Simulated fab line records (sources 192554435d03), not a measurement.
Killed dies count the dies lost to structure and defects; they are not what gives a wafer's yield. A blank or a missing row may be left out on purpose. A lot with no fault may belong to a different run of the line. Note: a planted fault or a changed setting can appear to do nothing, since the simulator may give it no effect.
One fault seen from 2 desks | flow n5-finfet | only its own numbers are on each desk; what lay behind them is given at the end

METROLOGY DESK
What the gauges read, lot by lot, whatever tool the lot ran on: means of the sampled wafers that have a number. If a lot's mean is further than 4 standard deviations from the usual mean, the lot is out of limits and carries the mark OUT (the distance appears in the brackets). 7 of its 12 readings are shown, namely those furthest out on some lot.
Columns: A = cd-nm at N5_DUMMY_GATE_CD_MEAS_50, usual 13.8 nm; B = cd-nm at N5_DUMMY_GATE_CD_MEAS_24, usual 14.8 nm; C = ION_N at N5_BEOL_M4_RC_MEAS_101, usual 672 uA/um; D = ION_P at N5_BEOL_M4_RC_MEAS_101, usual 462 uA/um; E = SS_N at N5_BEOL_M4_RC_MEAS_101, usual 71.6 mV/dec; F = SS_P at N5_BEOL_M4_RC_MEAS_101, usual 73.5 mV/dec; G = VT_P at N5_BEOL_M4_RC_MEAS_101, usual -250 mV
lot  | first seen here | A    | B    | C   | D   | E    | F    | G
L213 | day 3 03:31     | 14.4 | 15.2 | 659 | 463 | 70.9 | 73.4 | -249
L216 | day 3 19:02     | 14.2 | 15.2 | 677 | 467 | 71.9 | 73.5 | -250
L224 | day 5 19:12     | 13.6 | 14.8 | 665 | 459 | 71.8 | 73.5 | -251
L233 | day 7 23:46     | 13.5 | 14.5 | 673 | 461 | 71.7 | 74.3 | -249
L234 | day 8 06:28     | 13.6 | 14.6 | 675 | 463 | 72.1 | 72.6 | -250
L235 | day 8 12:20     | 13.7 | 14.5 | 688 | 471 | 71.7 | 73.0 | -246
This desk found nothing out of limits on any of the 6 lots.

AT THE TOOL OWNER'S DESK: rie-si-03
The tool's own readings at N5_DUMMY_GATE_ETCH_23 (etches poly-Si in HBr/Cl2/O2, target depth 41 nm, time 22.3 s): means of the sampled wafers that have a number, for each lot that ran on this tool. If a lot's mean is further than 4 standard deviations from the usual mean, the lot is out of limits and carries the mark OUT (the distance appears in the brackets).
Columns: A = drypump-motor-current-A at N5_DUMMY_GATE_ETCH_23, usual 5.9 A; B = oes-product-au at N5_DUMMY_GATE_ETCH_23, usual 0.998 a.u.; C = throttle-valve-pct at N5_DUMMY_GATE_ETCH_23, usual 37.2 %
lot  | first seen here | A   | B               | C
L216 | day 3 19:22     | 6.0 | 0.984           | 37.3
L233 | day 8 00:20     | 6.2 | 1.425 (+24) OUT | 37.3
L235 | day 8 12:40     | 6.4 | 1.432 (+24) OUT | 37.5
This desk's verdict: out of limits on L233, L235, starting with L233 at day 8 00:20 (oes-product-au at N5_DUMMY_GATE_ETCH_23). In limits: L216.

ALL TOGETHER
On L233, L235, at day 8 00:20, an alarm was possible from the tool owner's desk.
The metrology desk saw nothing out of limits.
The metrology desk holds a record of L233, L235, inside its limits.
Of the lots named, all ran N5_DUMMY_GATE_ETCH_23 on rie-si-03.

WHAT THE SIMULATOR PUT IN
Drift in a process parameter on rie-si-03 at N5_DUMMY_GATE_ETCH_23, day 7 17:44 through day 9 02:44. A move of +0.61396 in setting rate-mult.
Struck lots among those shown: L233, L235.
Hours from the fault's start to each desk's first reading out of limits: the tool owner's desk, 7.
